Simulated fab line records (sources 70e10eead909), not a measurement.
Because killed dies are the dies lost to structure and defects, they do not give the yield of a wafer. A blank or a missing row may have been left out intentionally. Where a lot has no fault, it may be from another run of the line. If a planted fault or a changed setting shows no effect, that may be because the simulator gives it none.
Which tool did it? / flow nand harc / 72 wafers from 24 lots sampled at 6 of the route's 1159 steps

## WHAT THE GAUGES SHOWED, per wafer
The record holds no reading of a measuring or inspecting step that can be judged against a usual standard deviation.

## WHICH TOOL RAN EACH LOT (tool, then ch and the chambers of the sampled wafers, then the start)
lot=L074; NHARC_P_GATE_STRIP_75=plasma asher-02 ch 0,1, day 5 07:35; NHARC_P_GATE_STRIP_113=plasma asher-02 ch 0,1, day 5 11:00; NHARC_P_CONTACT_CMP_01=cmp-04 ch 1,3, day 5 14:14; NHARC_P_CONTACT_ETCH_18=rie diel-06 ch 0,2,3, day 5 17:05 or earlier; NHARC_P_CONTACT_ALD_22=ald metal-02 ch 1,3, day 5 17:05; NHARC_P_M0_PRE_CLEAN_29=pvd sputter-01, no start
lot=L077; NHARC_P_GATE_STRIP_75=plasma asher-01 ch 0,1, day 5 23:36; NHARC_P_GATE_STRIP_113=plasma asher-02 ch 0,1, day 6 03:00; NHARC_P_CONTACT_CMP_01=cmp-02 ch 1,2, day 6 06:05; NHARC_P_CONTACT_ETCH_18=rie diel-09 ch 0,1,3, day 6 09:05 or earlier; NHARC_P_CONTACT_ALD_22=ald metal-04 ch 1,2,3, day 6 09:05; NHARC_P_M0_PRE_CLEAN_29=pvd sputter-02, no start
lot=L076; NHARC_P_GATE_STRIP_75=plasma asher-02 ch 0,1, day 5 23:47; NHARC_P_GATE_STRIP_113=plasma asher-01 ch 0,1, day 6 02:58; NHARC_P_CONTACT_CMP_01=cmp-04 ch 1,2,3, day 6 06:21; NHARC_P_CONTACT_ETCH_18=rie diel-06 ch 0,3, day 6 09:29 or earlier; NHARC_P_CONTACT_ALD_22=ald metal-02 ch 0,1,3, day 6 09:29; NHARC_P_M0_PRE_CLEAN_29=pvd sputter-01, no start
lot=L075; NHARC_P_GATE_STRIP_75=plasma asher-02 ch 0, day 6 05:31; NHARC_P_GATE_STRIP_113=plasma asher-02 ch 0,1, day 6 08:35; NHARC_P_CONTACT_CMP_01=cmp-01 ch 2,3, day 6 11:47; NHARC_P_CONTACT_ETCH_18=rie diel-09 ch 1,2,3, day 6 14:39 or earlier; NHARC_P_CONTACT_ALD_22=ald metal-03 ch 0,2,3, day 6 14:39; NHARC_P_M0_PRE_CLEAN_29=pvd sputter-02, no start
lot=L078; NHARC_P_GATE_STRIP_75=plasma asher-01 ch 0,1, day 6 06:01; NHARC_P_GATE_STRIP_113=plasma asher-01 ch 0,1, day 6 09:19; NHARC_P_CONTACT_CMP_01=cmp-01 ch 0,1, day 6 12:34; NHARC_P_CONTACT_ETCH_18=rie diel-09 ch 2,3, day 6 15:17 or earlier; NHARC_P_CONTACT_ALD_22=ald metal-04 ch 0,1,3, day 6 15:17; NHARC_P_M0_PRE_CLEAN_29=pvd sputter-02, no start
lot=L079; NHARC_P_GATE_STRIP_75=plasma asher-02 ch 0,1, day 6 14:19; NHARC_P_GATE_STRIP_113=plasma asher-02 ch 0,1, day 6 17:35; NHARC_P_CONTACT_CMP_01=cmp-02 ch 0,1,3, day 6 21:04; NHARC_P_CONTACT_ETCH_18=rie diel-09 ch 1,2, day 6 23:59 or earlier; NHARC_P_CONTACT_ALD_22=ald metal-03 ch 0,1,3, day 6 23:59; NHARC_P_M0_PRE_CLEAN_29=pvd sputter-03, no start
lot=L080; NHARC_P_GATE_STRIP_75=plasma asher-01 ch 0,1, day 6 14:32; NHARC_P_GATE_STRIP_113=plasma asher-01 ch 0,1, day 6 17:59; NHARC_P_CONTACT_CMP_01=cmp-01 ch 0,1,3, day 6 21:33; NHARC_P_CONTACT_ETCH_18=rie diel-06 ch 1,2,3, day 7 00:26 or earlier; NHARC_P_CONTACT_ALD_22=ald metal-02 ch 1,2,3, day 7 00:26; NHARC_P_M0_PRE_CLEAN_29=pvd sputter-01, no start
lot=L082; NHARC_P_GATE_STRIP_75=plasma asher-01 ch 0,1, day 7 00:35; NHARC_P_GATE_STRIP_113=plasma asher-02 ch 0, day 7 03:45; NHARC_P_CONTACT_CMP_01=cmp-01 ch 0,1,2, day 7 07:26; NHARC_P_CONTACT_ETCH_18=rie diel-06 ch 2,3, day 7 10:55 or earlier; NHARC_P_CONTACT_ALD_22=ald metal-03 ch 0,1,2, day 7 10:55; NHARC_P_M0_PRE_CLEAN_29=pvd sputter-02, no start
lot=L081; NHARC_P_GATE_STRIP_75=plasma asher-01 ch 0,1, day 7 01:23; NHARC_P_GATE_STRIP_113=plasma asher-01 ch 0,1, day 7 04:40; NHARC_P_CONTACT_CMP_01=cmp-04 ch 2,3, day 7 08:06; NHARC_P_CONTACT_ETCH_18=rie diel-06 ch 0,2, day 7 11:13 or earlier; NHARC_P_CONTACT_ALD_22=ald metal-04 ch 2,3, day 7 11:13; NHARC_P_M0_PRE_CLEAN_29=pvd sputter-03, no start
lot=L084; NHARC_P_GATE_STRIP_75=plasma asher-02 ch 0,1, day 7 11:07; NHARC_P_GATE_STRIP_113=plasma asher-01 ch 0,1, day 7 14:10; NHARC_P_CONTACT_CMP_01=cmp-04 ch 0,1,3, day 7 17:31; NHARC_P_CONTACT_ETCH_18=rie diel-09 ch 0,2,3, day 7 20:20 or earlier; NHARC_P_CONTACT_ALD_22=ald metal-03 ch 2,3, day 7 20:20; NHARC_P_M0_PRE_CLEAN_29=pvd sputter-02, no start
lot=L083; NHARC_P_GATE_STRIP_75=plasma asher-01 ch 0, day 7 11:57; NHARC_P_GATE_STRIP_113=plasma asher-02 ch 0,1, day 7 15:07; NHARC_P_CONTACT_CMP_01=cmp-04 ch 0,1,2, day 7 18:29; NHARC_P_CONTACT_ETCH_18=rie diel-09 ch 1,3, day 7 21:23 or earlier; NHARC_P_CONTACT_ALD_22=ald metal-04 ch 1,2,3, day 7 21:23; NHARC_P_M0_PRE_CLEAN_29=pvd sputter-03, no start
lot=L086; NHARC_P_GATE_STRIP_75=plasma asher-01 ch 0,1, day 8 15:12; NHARC_P_GATE_STRIP_113=plasma asher-01 ch 0,1, day 8 18:31; NHARC_P_CONTACT_CMP_01=cmp-01 ch 1,2,3, day 8 21:50; NHARC_P_CONTACT_ETCH_18=rie diel-06 ch 1,2,3, day 9 00:41 or earlier; NHARC_P_CONTACT_ALD_22=ald metal-04 ch 1,2,3, day 9 00:41; NHARC_P_M0_PRE_CLEAN_29=pvd sputter-02, no start
lot=L087; NHARC_P_GATE_STRIP_75=plasma asher-01 ch 0,1, day 8 15:53; NHARC_P_GATE_STRIP_113=plasma asher-01 ch 0,1, day 8 19:54; NHARC_P_CONTACT_CMP_01=cmp-02 ch 1,2,3, day 8 23:13; NHARC_P_CONTACT_ETCH_18=rie diel-06 ch 0,1,3, day 9 02:05 or earlier; NHARC_P_CONTACT_ALD_22=ald metal-03 ch 0,1,3, day 9 02:05; NHARC_P_M0_PRE_CLEAN_29=pvd sputter-03, no start
lot=L085; NHARC_P_GATE_STRIP_75=plasma asher-01 ch 0,1, day 8 17:25; NHARC_P_GATE_STRIP_113=plasma asher-01 ch 0, day 8 21:55; NHARC_P_CONTACT_CMP_01=cmp-02 ch 0,1,3, day 9 01:10; NHARC_P_CONTACT_ETCH_18=rie diel-09 ch 1,3, day 9 03:51 or earlier; NHARC_P_CONTACT_ALD_22=ald metal-04 ch 0,3, day 9 03:51; NHARC_P_M0_PRE_CLEAN_29=pvd sputter-01, no start
lot=L089; NHARC_P_GATE_STRIP_75=plasma asher-01 ch 1, day 8 23:09; NHARC_P_GATE_STRIP_113=plasma asher-01 ch 0, day 9 02:14; NHARC_P_CONTACT_CMP_01=cmp-01 ch 0,1, day 9 05:53; NHARC_P_CONTACT_ETCH_18=rie diel-06 ch 0,1, day 9 08:47 or earlier; NHARC_P_CONTACT_ALD_22=ald metal-04 ch 1,2,3, day 9 08:47; NHARC_P_M0_PRE_CLEAN_29=pvd sputter-03, no start
lot=L088; NHARC_P_GATE_STRIP_75=plasma asher-01 ch 0,1, day 8 23:40; NHARC_P_GATE_STRIP_113=plasma asher-02 ch 0,1, day 9 02:56; NHARC_P_CONTACT_CMP_01=cmp-02 ch 0,2,3, day 9 06:07; NHARC_P_CONTACT_ETCH_18=rie diel-09 ch 0,2,3, day 9 08:54 or earlier; NHARC_P_CONTACT_ALD_22=ald metal-03 ch 1,3, day 9 08:54; NHARC_P_M0_PRE_CLEAN_29=pvd sputter-02, no start
lot=L090; NHARC_P_GATE_STRIP_75=plasma asher-02 ch 0,1, day 9 05:38; NHARC_P_GATE_STRIP_113=plasma asher-01 ch 0,1, day 9 08:51; NHARC_P_CONTACT_CMP_01=cmp-02 ch 0,1,2, day 9 12:15; NHARC_P_CONTACT_ETCH_18=rie diel-06 ch 0,1, day 9 15:12 or earlier; NHARC_P_CONTACT_ALD_22=ald metal-03 ch 0,1, day 9 15:12; NHARC_P_M0_PRE_CLEAN_29=pvd sputter-01, no start
lot=L092; NHARC_P_GATE_STRIP_75=plasma asher-02 ch 0,1, day 9 12:05; NHARC_P_GATE_STRIP_113=plasma asher-01 ch 0,1, day 9 15:17; NHARC_P_CONTACT_CMP_01=cmp-01 ch 0,3, day 9 18:51; NHARC_P_CONTACT_ETCH_18=rie diel-01 ch 0,2, day 9 21:36 or earlier; NHARC_P_CONTACT_ALD_22=ald metal-04 ch 0,1, day 9 21:36; NHARC_P_M0_PRE_CLEAN_29=pvd sputter-01, no start
lot=L091; NHARC_P_GATE_STRIP_75=plasma asher-02 ch 0,1, day 9 12:27; NHARC_P_GATE_STRIP_113=plasma asher-02 ch 0,1, day 9 16:00; NHARC_P_CONTACT_CMP_01=cmp-02 ch 1,2,3, day 9 19:18; NHARC_P_CONTACT_ETCH_18=rie diel-06 ch 0,1, day 9 22:22 or earlier; NHARC_P_CONTACT_ALD_22=ald metal-03 ch 1,2,3, day 9 22:22; NHARC_P_M0_PRE_CLEAN_29=pvd sputter-01, no start
lot=L093; NHARC_P_GATE_STRIP_75=plasma asher-01 ch 0,1, day 10 06:07; NHARC_P_GATE_STRIP_113=plasma asher-01 ch 0,1, day 10 09:19; NHARC_P_CONTACT_CMP_01=cmp-04 ch 0,2,3, day 10 12:37; NHARC_P_CONTACT_ETCH_18=rie diel-06 ch 0,1,3, day 10 15:19 or earlier; NHARC_P_CONTACT_ALD_22=ald metal-03 ch 0,1,3, day 10 15:19; NHARC_P_M0_PRE_CLEAN_29=pvd sputter-02, no start
lot=L094; NHARC_P_GATE_STRIP_75=plasma asher-02 ch 0,1, day 10 06:29; NHARC_P_GATE_STRIP_113=plasma asher-02 ch 0,1, day 10 09:46; NHARC_P_CONTACT_CMP_01=cmp-01 ch 0,3, day 10 12:54; NHARC_P_CONTACT_ETCH_18=rie diel-09 ch 0,3, day 10 15:44 or earlier; NHARC_P_CONTACT_ALD_22=ald metal-02 ch 1,2, day 10 15:44; NHARC_P_M0_PRE_CLEAN_29=pvd sputter-01, no start
lot=L095; NHARC_P_GATE_STRIP_75=plasma asher-01 ch 0,1, day 10 13:25; NHARC_P_GATE_STRIP_113=plasma asher-01 ch 0,1, day 10 16:37; NHARC_P_CONTACT_CMP_01=cmp-02 ch 0,3, day 10 20:14; NHARC_P_CONTACT_ETCH_18=rie diel-09 ch 2,3, day 10 23:07 or earlier; NHARC_P_CONTACT_ALD_22=ald metal-04 ch 0,2,3, day 10 23:07; NHARC_P_M0_PRE_CLEAN_29=pvd sputter-01, no start
lot=L096; NHARC_P_GATE_STRIP_75=plasma asher-02 ch 0,1, day 10 22:11; NHARC_P_GATE_STRIP_113=plasma asher-01 ch 0,1, day 11 01:36; NHARC_P_CONTACT_CMP_01=cmp-01 ch 0,2,3, day 11 04:44; NHARC_P_CONTACT_ETCH_18=rie diel-01 ch 2,3, day 11 07:25 or earlier; NHARC_P_CONTACT_ALD_22=ald metal-03 ch 0,2,3, day 11 07:25; NHARC_P_M0_PRE_CLEAN_29=pvd sputter-01, no start
lot=L097; NHARC_P_GATE_STRIP_75=plasma asher-01 ch 0,1, day 10 23:05; NHARC_P_GATE_STRIP_113=plasma asher-02 ch 0,1, day 11 02:22; NHARC_P_CONTACT_CMP_01=cmp-04 ch 1,2,3, day 11 05:46; NHARC_P_CONTACT_ETCH_18=rie diel-09 ch 0,2,3, day 11 08:36 or earlier; NHARC_P_CONTACT_ALD_22=ald metal-02 ch 2,3, day 11 08:36; NHARC_P_M0_PRE_CLEAN_29=pvd sputter-01, no start
- NHARC_P_GATE_STRIP_75: strips in O2.
- NHARC_P_GATE_STRIP_113: strips in N2/H2, time 740 s.
- NHARC_P_CONTACT_CMP_01: polishes SiO2, target thk 200 nm.
- NHARC_P_CONTACT_ETCH_18: etches the open film in C4F8/O2/Ar, target depth 481 nm, time 240.5 s.
- NHARC_P_CONTACT_ALD_22: deposits TiN, target thk 3 nm, pulse time 1 s, ald cycles 150.
- NHARC_P_M0_PRE_CLEAN_29: time 30 s.

## AS READ BY THE TOOLS THEMSELVES (means over the sampled wafers that have a number; for cases with no such wafer, the mark the record gives instead)
NHARC_P_GATE_STRIP_75. Usual: drypump motor current A 5.9 A, standard deviation 0.48; heater power w 332 W, standard deviation 26.
lot=L074; tool=plasma asher-02; drypump motor current A (A)=5.5; heater power w (W)=353; flag=
lot=L077; tool=plasma asher-01; drypump motor current A (A)=6.0; heater power w (W)=308; flag=
lot=L076; tool=plasma asher-02; drypump motor current A (A)=5.5; heater power w (W)=352; flag=
lot=L075; tool=plasma asher-02; drypump motor current A (A)=5.8; heater power w (W)=337; flag=
lot=L078; tool=plasma asher-01; drypump motor current A (A)=6.0; heater power w (W)=313; flag=
lot=L079; tool=plasma asher-02; drypump motor current A (A)=5.6; heater power w (W)=348; flag=
lot=L080; tool=plasma asher-01; drypump motor current A (A)=6.0; heater power w (W)=309; flag=
lot=L082; tool=plasma asher-01; drypump motor current A (A)=6.3; heater power w (W)=326; flag=
lot=L081; tool=plasma asher-01; drypump motor current A (A)=6.0; heater power w (W)=311; flag=
lot=L084; tool=plasma asher-02; drypump motor current A (A)=5.5; heater power w (W)=349; flag=
lot=L083; tool=plasma asher-01; drypump motor current A (A)=6.6; heater power w (W)=334; flag=
lot=L086; tool=plasma asher-01; drypump motor current A (A)=6.3; heater power w (W)=322; flag=
lot=L087; tool=plasma asher-01; drypump motor current A (A)=6.3; heater power w (W)=321; flag=
lot=L085; tool=plasma asher-01; drypump motor current A (A)=6.4; heater power w (W)=324; flag=
lot=L089; tool=plasma asher-01; drypump motor current A (A)=5.7; heater power w (W)=299; flag=
lot=L088; tool=plasma asher-01; drypump motor current A (A)=6.3; heater power w (W)=323; flag=
lot=L090; tool=plasma asher-02; drypump motor current A (A)=5.6; heater power w (W)=351; flag=
lot=L092; tool=plasma asher-02; drypump motor current A (A)=5.5; heater power w (W)=370; flag=
lot=L091; tool=plasma asher-02; drypump motor current A (A)=5.5; heater power w (W)=367; flag=
lot=L093; tool=plasma asher-01; drypump motor current A (A)=6.1; heater power w (W)=307; flag=
lot=L094; tool=plasma asher-02; drypump motor current A (A)=5.6; heater power w (W)=355; flag=
lot=L095; tool=plasma asher-01; drypump motor current A (A)=6.0; heater power w (W)=311; flag=
lot=L096; tool=plasma asher-02; drypump motor current A (A)=5.5; heater power w (W)=365; flag=
lot=L097; tool=plasma asher-01; drypump motor current A (A)=6.0; heater power w (W)=310; flag=

NHARC_P_GATE_STRIP_113. Usual: drypump motor current A 5.9 A, standard deviation 0.49; heater power w 89 W, standard deviation 6.7.
lot=L074; tool=plasma asher-02; drypump motor current A (A)=5.5; heater power w (W)=93; flag=
lot=L077; tool=plasma asher-02; drypump motor current A (A)=5.5; heater power w (W)=94; flag=
lot=L076; tool=plasma asher-01; drypump motor current A (A)=6.3; heater power w (W)=86; flag=
lot=L075; tool=plasma asher-02; drypump motor current A (A)=5.6; heater power w (W)=93; flag=
lot=L078; tool=plasma asher-01; drypump motor current A (A)=6.3; heater power w (W)=86; flag=
lot=L079; tool=plasma asher-02; drypump motor current A (A)=5.5; heater power w (W)=95; flag=
lot=L080; tool=plasma asher-01; drypump motor current A (A)=6.1; heater power w (W)=83; flag=
lot=L082; tool=plasma asher-02; drypump motor current A (A)=5.8; heater power w (W)=92; flag=
lot=L081; tool=plasma asher-01; drypump motor current A (A)=6.0; heater power w (W)=83; flag=
lot=L084; tool=plasma asher-01; drypump motor current A (A)=6.0; heater power w (W)=82; flag=
lot=L083; tool=plasma asher-02; drypump motor current A (A)=5.5; heater power w (W)=95; flag=
lot=L086; tool=plasma asher-01; drypump motor current A (A)=6.3; heater power w (W)=87; flag=
lot=L087; tool=plasma asher-01; drypump motor current A (A)=6.0; heater power w (W)=84; flag=
lot=L085; tool=plasma asher-01; drypump motor current A (A)=6.6; heater power w (W)=89; flag=
lot=L089; tool=plasma asher-01; drypump motor current A (A)=6.6; heater power w (W)=89; flag=
lot=L088; tool=plasma asher-02; drypump motor current A (A)=5.6; heater power w (W)=95; flag=
lot=L090; tool=plasma asher-01; drypump motor current A (A)=6.3; heater power w (W)=85; flag=
lot=L092; tool=plasma asher-01; drypump motor current A (A)=6.1; heater power w (W)=82; flag=
lot=L091; tool=plasma asher-02; drypump motor current A (A)=5.5; heater power w (W)=99; flag=
lot=L093; tool=plasma asher-01; drypump motor current A (A)=6.3; heater power w (W)=85; flag=
lot=L094; tool=plasma asher-02; drypump motor current A (A)=5.7; heater power w (W)=93; flag=
lot=L095; tool=plasma asher-01; drypump motor current A (A)=6.3; heater power w (W)=86; flag=
lot=L096; tool=plasma asher-01; drypump motor current A (A)=6.3; heater power w (W)=85; flag=
lot=L097; tool=plasma asher-02; drypump motor current A (A)=5.6; heater power w (W)=94; flag=

NHARC_P_CONTACT_CMP_01. Usual: 12.5 A for motor current A, sd 1.3.
lot=L074; tool=cmp-04; motor current A (A)=12.3; flag=
lot=L077; tool=cmp-02; motor current A (A)=12.6; flag=
lot=L076; tool=cmp-04; motor current A (A)=12.0; flag=
lot=L075; tool=cmp-01; motor current A (A)=11.5; flag=
lot=L078; tool=cmp-01; motor current A (A)=12.7; flag=
lot=L079; tool=cmp-02; motor current A (A)=12.9; flag=
lot=L080; tool=cmp-01; motor current A (A)=12.5; flag=
lot=L082; tool=cmp-01; motor current A (A)=13.2; flag=
lot=L081; tool=cmp-04; motor current A (A)=11.3; flag=
lot=L084; tool=cmp-04; motor current A (A)=11.9; flag=
lot=L083; tool=cmp-04; motor current A (A)=12.8; flag=
lot=L086; tool=cmp-01; motor current A (A)=12.1; flag=
lot=L087; tool=cmp-02; motor current A (A)=12.5; flag=
lot=L085; tool=cmp-02; motor current A (A)=12.4; flag=
lot=L089; tool=cmp-01; motor current A (A)=12.8; flag=
lot=L088; tool=cmp-02; motor current A (A)=12.6; flag=
lot=L090; tool=cmp-02; motor current A (A)=12.5; flag=
lot=L092; tool=cmp-01; motor current A (A)=13.4; flag=
lot=L091; tool=cmp-02; motor current A (A)=12.5; flag=
lot=L093; tool=cmp-04; motor current A (A)=11.4; flag=
lot=L094; tool=cmp-01; motor current A (A)=12.1; flag=
lot=L095; tool=cmp-02; motor current A (A)=12.8; flag=
lot=L096; tool=cmp-01; motor current A (A)=13.1; flag=
lot=L097; tool=cmp-04; motor current A (A)=12.0; flag=

NHARC_P_CONTACT_ETCH_18. Usual: oes product au 0.961 a.u., standard deviation 0.017; rf vpp V 978 V, standard deviation 4.3.
lot=L074; tool=rie diel-06; oes product au (a.u.)=0.971; rf vpp V (V)=976; flag=
lot=L077; tool=rie diel-09; oes product au (a.u.)=0.963; rf vpp V (V)=981; flag=
lot=L076; tool=rie diel-06; oes product au (a.u.)=0.956; rf vpp V (V)=975; flag=
lot=L075; tool=rie diel-09; oes product au (a.u.)=0.976; rf vpp V (V)=978; flag=
lot=L078; tool=rie diel-09; oes product au (a.u.)=0.961; rf vpp V (V)=974; flag=
lot=L079; tool=rie diel-09; oes product au (a.u.)=0.962; rf vpp V (V)=975; flag=
lot=L080; tool=rie diel-06; oes product au (a.u.)=0.966; rf vpp V (V)=978; flag=
lot=L082; tool=rie diel-06; oes product au (a.u.)=0.943; rf vpp V (V)=976; flag=
lot=L081; tool=rie diel-06; oes product au (a.u.)=0.954; rf vpp V (V)=977; flag=
lot=L084; tool=rie diel-09; oes product au (a.u.)=0.943; rf vpp V (V)=979; flag=
lot=L083; tool=rie diel-09; oes product au (a.u.)=0.972; rf vpp V (V)=980; flag=
lot=L086; tool=rie diel-06; oes product au (a.u.)=0.976; rf vpp V (V)=977; flag=
lot=L087; tool=rie diel-06; oes product au (a.u.)=0.964; rf vpp V (V)=975; flag=
lot=L085; tool=rie diel-09; oes product au (a.u.)=0.970; rf vpp V (V)=980; flag=
lot=L089; tool=rie diel-06; oes product au (a.u.)=0.917; rf vpp V (V)=977; flag=
lot=L088; tool=rie diel-09; oes product au (a.u.)=0.983; rf vpp V (V)=979; flag=
lot=L090; tool=rie diel-06; oes product au (a.u.)=0.962; rf vpp V (V)=977; flag=
lot=L092; tool=rie diel-01; oes product au (a.u.)=0.963; rf vpp V (V)=982; flag=
lot=L091; tool=rie diel-06; oes product au (a.u.)=0.966; rf vpp V (V)=978; flag=
lot=L093; tool=rie diel-06; oes product au (a.u.)=0.975; rf vpp V (V)=976; flag=
lot=L094; tool=rie diel-09; oes product au (a.u.)=0.970; rf vpp V (V)=982; flag=
lot=L095; tool=rie diel-09; oes product au (a.u.)=0.954; rf vpp V (V)=976; flag=
lot=L096; tool=rie diel-01; oes product au (a.u.)=0.921; rf vpp V (V)=983; flag=
lot=L097; tool=rie diel-09; oes product au (a.u.)=0.975; rf vpp V (V)=979; flag=

NHARC_P_CONTACT_ALD_22. Usual: heater power outer w 701 W, standard deviation 56; heater power w 1087 W, standard deviation 90; precursor pulse height rel 1.001, standard deviation 0.019; susceptor temp C 449.99 C, standard deviation 0.23.
lot=L074; tool=ald metal-02; heater power outer w (W)=679; heater power w (W)=1087; precursor pulse height rel=1.009; susceptor temp C (C)=450.13; flag=
lot=L077; tool=ald metal-04; heater power outer w (W)=757; heater power w (W)=1177; precursor pulse height rel=1.000; susceptor temp C (C)=449.90; flag=
lot=L076; tool=ald metal-02; heater power outer w (W)=708; heater power w (W)=1099; precursor pulse height rel=1.005; susceptor temp C (C)=450.05; flag=
lot=L075; tool=ald metal-03; heater power outer w (W)=666; heater power w (W)=1010; precursor pulse height rel=0.987; susceptor temp C (C)=450.06; flag=
lot=L078; tool=ald metal-04; heater power outer w (W)=746; heater power w (W)=1144; precursor pulse height rel=1.007; susceptor temp C (C)=449.75; flag=
lot=L079; tool=ald metal-03; heater power outer w (W)=696; heater power w (W)=1099; precursor pulse height rel=1.012; susceptor temp C (C)=449.95; flag=
lot=L080; tool=ald metal-02; heater power outer w (W)=648; heater power w (W)=1061; precursor pulse height rel=1.016; susceptor temp C (C)=450.06; flag=
lot=L082; tool=ald metal-03; heater power outer w (W)=691; heater power w (W)=1059; precursor pulse height rel=0.991; susceptor temp C (C)=449.90; flag=
lot=L081; tool=ald metal-04; heater power outer w (W)=745; heater power w (W)=1177; precursor pulse height rel=1.013; susceptor temp C (C)=449.86; flag=
lot=L084; tool=ald metal-03; heater power outer w (W)=656; heater power w (W)=998; precursor pulse height rel=1.007; susceptor temp C (C)=450.14; flag=
lot=L083; tool=ald metal-04; heater power outer w (W)=764; heater power w (W)=1171; precursor pulse height rel=0.996; susceptor temp C (C)=450.06; flag=
lot=L086; tool=ald metal-04; heater power outer w (W)=762; heater power w (W)=1179; precursor pulse height rel=1.004; susceptor temp C (C)=450.12; flag=
lot=L087; tool=ald metal-03; heater power outer w (W)=681; heater power w (W)=1060; precursor pulse height rel=0.998; susceptor temp C (C)=449.84; flag=
lot=L085; tool=ald metal-04; heater power outer w (W)=722; heater power w (W)=1148; precursor pulse height rel=0.976; susceptor temp C (C)=449.94; flag=
lot=L089; tool=ald metal-04; heater power outer w (W)=763; heater power w (W)=1152; precursor pulse height rel=1.003; susceptor temp C (C)=450.10; flag=
lot=L088; tool=ald metal-03; heater power outer w (W)=673; heater power w (W)=1046; precursor pulse height rel=0.998; susceptor temp C (C)=449.95; flag=
lot=L090; tool=ald metal-03; heater power outer w (W)=706; heater power w (W)=1095; precursor pulse height rel=0.994; susceptor temp C (C)=449.96; flag=
lot=L092; tool=ald metal-04; heater power outer w (W)=720; heater power w (W)=1093; precursor pulse height rel=1.016; susceptor temp C (C)=449.68; flag=
lot=L091; tool=ald metal-03; heater power outer w (W)=687; heater power w (W)=1058; precursor pulse height rel=0.996; susceptor temp C (C)=450.08; flag=
lot=L093; tool=ald metal-03; heater power outer w (W)=673; heater power w (W)=1051; precursor pulse height rel=1.010; susceptor temp C (C)=450.02; flag=
lot=L094; tool=ald metal-02; heater power outer w (W)=622; heater power w (W)=994; precursor pulse height rel=1.005; susceptor temp C (C)=450.02; flag=
lot=L095; tool=ald metal-04; heater power outer w (W)=747; heater power w (W)=1203; precursor pulse height rel=0.988; susceptor temp C (C)=450.06; flag=
lot=L096; tool=ald metal-03; heater power outer w (W)=653; heater power w (W)=1013; precursor pulse height rel=1.004; susceptor temp C (C)=449.96; flag=
lot=L097; tool=ald metal-02; heater power outer w (W)=662; heater power w (W)=1069; precursor pulse height rel=1.012; susceptor temp C (C)=449.91; flag=

NHARC_P_M0_PRE_CLEAN_29. Usual: heater power w 412 W, standard deviation 35; susceptor temp C 279.99 C, standard deviation 0.2.
lot=L074; tool=pvd sputter-01; heater power w (W)=417; susceptor temp C (C)=280.12; flag=
lot=L077; tool=pvd sputter-02; heater power w (W)=413; susceptor temp C (C)=279.98; flag=
lot=L076; tool=pvd sputter-01; heater power w (W)=401; susceptor temp C (C)=280.14; flag=
lot=L075; tool=pvd sputter-02; heater power w (W)=408; susceptor temp C (C)=279.83; flag=
lot=L078; tool=pvd sputter-02; heater power w (W)=408; susceptor temp C (C)=279.99; flag=
lot=L079; tool=pvd sputter-03; heater power w (W)=419; susceptor temp C (C)=280.10; flag=
lot=L080; tool=pvd sputter-01; heater power w (W)=398; susceptor temp C (C)=280.02; flag=
lot=L082; tool=pvd sputter-02; heater power w (W)=429; susceptor temp C (C)=279.90; flag=
lot=L081; tool=pvd sputter-03; heater power w (W)=407; susceptor temp C (C)=279.85; flag=
lot=L084; tool=pvd sputter-02; heater power w (W)=426; susceptor temp C (C)=279.94; flag=
lot=L083; tool=pvd sputter-03; heater power w (W)=393; susceptor temp C (C)=280.15; flag=
lot=L086; tool=pvd sputter-02; heater power w (W)=419; susceptor temp C (C)=280.04; flag=
lot=L087; tool=pvd sputter-03; heater power w (W)=416; susceptor temp C (C)=280.08; flag=
lot=L085; tool=pvd sputter-01; heater power w (W)=435; susceptor temp C (C)=279.88; flag=
lot=L089; tool=pvd sputter-03; heater power w (W)=393; susceptor temp C (C)=279.93; flag=
lot=L088; tool=pvd sputter-02; heater power w (W)=426; susceptor temp C (C)=280.00; flag=
lot=L090; tool=pvd sputter-01; heater power w (W)=406; susceptor temp C (C)=279.95; flag=
lot=L092; tool=pvd sputter-01; heater power w (W)=431; susceptor temp C (C)=280.09; flag=
lot=L091; tool=pvd sputter-01; heater power w (W)=430; susceptor temp C (C)=280.10; flag=
lot=L093; tool=pvd sputter-02; heater power w (W)=399; susceptor temp C (C)=279.93; flag=
lot=L094; tool=pvd sputter-01; heater power w (W)=398; susceptor temp C (C)=280.00; flag=
lot=L095; tool=pvd sputter-01; heater power w (W)=432; susceptor temp C (C)=280.01; flag=
lot=L096; tool=pvd sputter-01; heater power w (W)=396; susceptor temp C (C)=279.98; flag=
lot=L097; tool=pvd sputter-01; heater power w (W)=381; susceptor temp C (C)=280.14; flag=

## THE ANSWER, worked out from the rows above alone
Rule: a lot counts as off when the mean over its wafers that have a number is more than 3 standard deviations away from the usual mean. A lot without any number at a reading at which 4 lots or more have one is off too. The other lots that the step has rows for count as sound. Order of review: gauges by route order, followed by the tools' own readings, for which a lot's mean as printed above is used. At the first step where some lot is off, the reading lying furthest off is the one used; lots without a number count as furthest.
None of the lots is off at any reading shown; this tells nothing.

## WHAT THE SIMULATOR HAD INSERTED
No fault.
